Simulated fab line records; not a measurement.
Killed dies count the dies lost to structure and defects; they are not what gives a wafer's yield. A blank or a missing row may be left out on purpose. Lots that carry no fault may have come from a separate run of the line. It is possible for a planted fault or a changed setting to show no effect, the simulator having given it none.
Matching of chambers || flow n5-finfet || rie-diel-02 running N5_BEOL_M14_DESCUM_33: 4 sister chambers
The step chemistry O2, time 7.9 s. 16 wafers are shown with their chamber, then 8 later ones without.

WAFERS PAIRED WITH THEIR CHAMBERS
{"wafer": "L077.1", "chamber": 1, "drypump-motor-current-A (A)": 5.3, "throttle-valve-pct (%)": 20.20, "showerhead-plenum-p-Torr (Torr)": 2.04}
{"wafer": "L077.2", "chamber": 0, "drypump-motor-current-A (A)": 5.6, "throttle-valve-pct (%)": 20.84, "showerhead-plenum-p-Torr (Torr)": 2.08}
{"wafer": "L077.6", "chamber": 3, "drypump-motor-current-A (A)": 4.9, "throttle-valve-pct (%)": 20.53, "showerhead-plenum-p-Torr (Torr)": 2.09}
{"wafer": "L083.1", "chamber": 0, "drypump-motor-current-A (A)": 5.6, "throttle-valve-pct (%)": 20.86, "showerhead-plenum-p-Torr (Torr)": 2.08}
{"wafer": "L083.2", "chamber": 1, "drypump-motor-current-A (A)": 5.3, "throttle-valve-pct (%)": 20.22, "showerhead-plenum-p-Torr (Torr)": 2.03}
{"wafer": "L083.6", "chamber": 1, "drypump-motor-current-A (A)": 5.3, "throttle-valve-pct (%)": 20.19, "showerhead-plenum-p-Torr (Torr)": 2.03}
{"wafer": "L088.1", "chamber": 1, "drypump-motor-current-A (A)": 5.4, "throttle-valve-pct (%)": 20.22, "showerhead-plenum-p-Torr (Torr)": 2.03}
{"wafer": "L088.2", "chamber": 3, "drypump-motor-current-A (A)": 4.9, "throttle-valve-pct (%)": 20.57, "showerhead-plenum-p-Torr (Torr)": 2.08}
{"wafer": "L088.3", "chamber": 2, "drypump-motor-current-A (A)": 5.0, "throttle-valve-pct (%)": 20.87, "showerhead-plenum-p-Torr (Torr)": 1.98}
{"wafer": "L086.1", "chamber": 3, "drypump-motor-current-A (A)": 4.9, "throttle-valve-pct (%)": 20.57, "showerhead-plenum-p-Torr (Torr)": 2.08}
{"wafer": "L086.3", "chamber": 0, "drypump-motor-current-A (A)": 5.6, "throttle-valve-pct (%)": 20.86, "showerhead-plenum-p-Torr (Torr)": 2.08}
{"wafer": "L086.4", "chamber": 2, "drypump-motor-current-A (A)": 5.0, "throttle-valve-pct (%)": 20.86, "showerhead-plenum-p-Torr (Torr)": 1.98}
{"wafer": "L093.1", "chamber": 3, "drypump-motor-current-A (A)": 4.9, "throttle-valve-pct (%)": 20.58, "showerhead-plenum-p-Torr (Torr)": 2.08}
{"wafer": "L093.4", "chamber": 2, "drypump-motor-current-A (A)": 5.0, "throttle-valve-pct (%)": 20.88, "showerhead-plenum-p-Torr (Torr)": 1.98}
{"wafer": "L093.6", "chamber": 1, "drypump-motor-current-A (A)": 5.4, "throttle-valve-pct (%)": 20.25, "showerhead-plenum-p-Torr (Torr)": 2.02}
{"wafer": "L092.1", "chamber": 0, "drypump-motor-current-A (A)": 5.6, "throttle-valve-pct (%)": 20.88, "showerhead-plenum-p-Torr (Torr)": 2.07}

SIGNATURES, as means of the wafers listed above
{"reading": "drypump-motor-current-A", "chamber 0": 5.600, "chamber 1": 5.340, "chamber 2": 5.000, "chamber 3": 4.900, "scatter within a chamber": 0.0316}
{"reading": "throttle-valve-pct", "chamber 0": 20.8600, "chamber 1": 20.2160, "chamber 2": 20.8700, "chamber 3": 20.5625, "scatter within a chamber": 0.0196}
{"reading": "showerhead-plenum-p-Torr", "chamber 0": 2.0775, "chamber 1": 2.0300, "chamber 2": 1.9800, "chamber 3": 2.0825, "scatter within a chamber": 0.0054}
Rule: for a wafer and a chamber, the distance is found by dividing, reading by reading, the gap between the wafer's reading and the chamber's mean by the reading's scatter, squaring, summing and taking the root. If the next closest chamber is less than 2 further off than the closest, the wafer can't be placed; otherwise it belongs to the closest. The scatter: the root of (the sum of the squares of (reading less its chamber's mean) over the shown wafers, divided by (wafers less chambers)).

WAFERS MISSING THEIR CHAMBER
{"wafer": "L092.3", "drypump-motor-current-A (A)": 5.4, "throttle-valve-pct (%)": 20.25, "showerhead-plenum-p-Torr (Torr)": 2.02}
{"wafer": "L092.6", "drypump-motor-current-A (A)": 5.6, "throttle-valve-pct (%)": 20.90, "showerhead-plenum-p-Torr (Torr)": 2.07}
{"wafer": "L094.1", "drypump-motor-current-A (A)": 5.6, "throttle-valve-pct (%)": 20.89, "showerhead-plenum-p-Torr (Torr)": 2.07}
{"wafer": "L094.2", "drypump-motor-current-A (A)": 5.4, "throttle-valve-pct (%)": 20.26, "showerhead-plenum-p-Torr (Torr)": 2.02}
{"wafer": "L094.3", "drypump-motor-current-A (A)": 5.1, "throttle-valve-pct (%)": 20.87, "showerhead-plenum-p-Torr (Torr)": 1.97}
{"wafer": "L095.2", "drypump-motor-current-A (A)": 5.4, "throttle-valve-pct (%)": 20.26, "showerhead-plenum-p-Torr (Torr)": 2.02}
{"wafer": "L095.3", "drypump-motor-current-A (A)": 4.9, "throttle-valve-pct (%)": 20.60, "showerhead-plenum-p-Torr (Torr)": 2.08}
{"wafer": "L095.6", "drypump-motor-current-A (A)": 5.6, "throttle-valve-pct (%)": 20.89, "showerhead-plenum-p-Torr (Torr)": 2.07}

CHAMBER TAKEN BY EACH
{"wafer": "L092.3", "from the rows above": 1, "in truth": 1}
{"wafer": "L092.6", "from the rows above": 0, "in truth": 0}
{"wafer": "L094.1", "from the rows above": 0, "in truth": 0}
{"wafer": "L094.2", "from the rows above": 1, "in truth": 1}
{"wafer": "L094.3", "from the rows above": 2, "in truth": 2}
{"wafer": "L095.2", "from the rows above": 1, "in truth": 1}
{"wafer": "L095.3", "from the rows above": 3, "in truth": 3}
{"wafer": "L095.6", "from the rows above": 0, "in truth": 0}
Correctly placed: 8 of 8. From these rows, 0 cannot be placed. 0 placed wrongly.
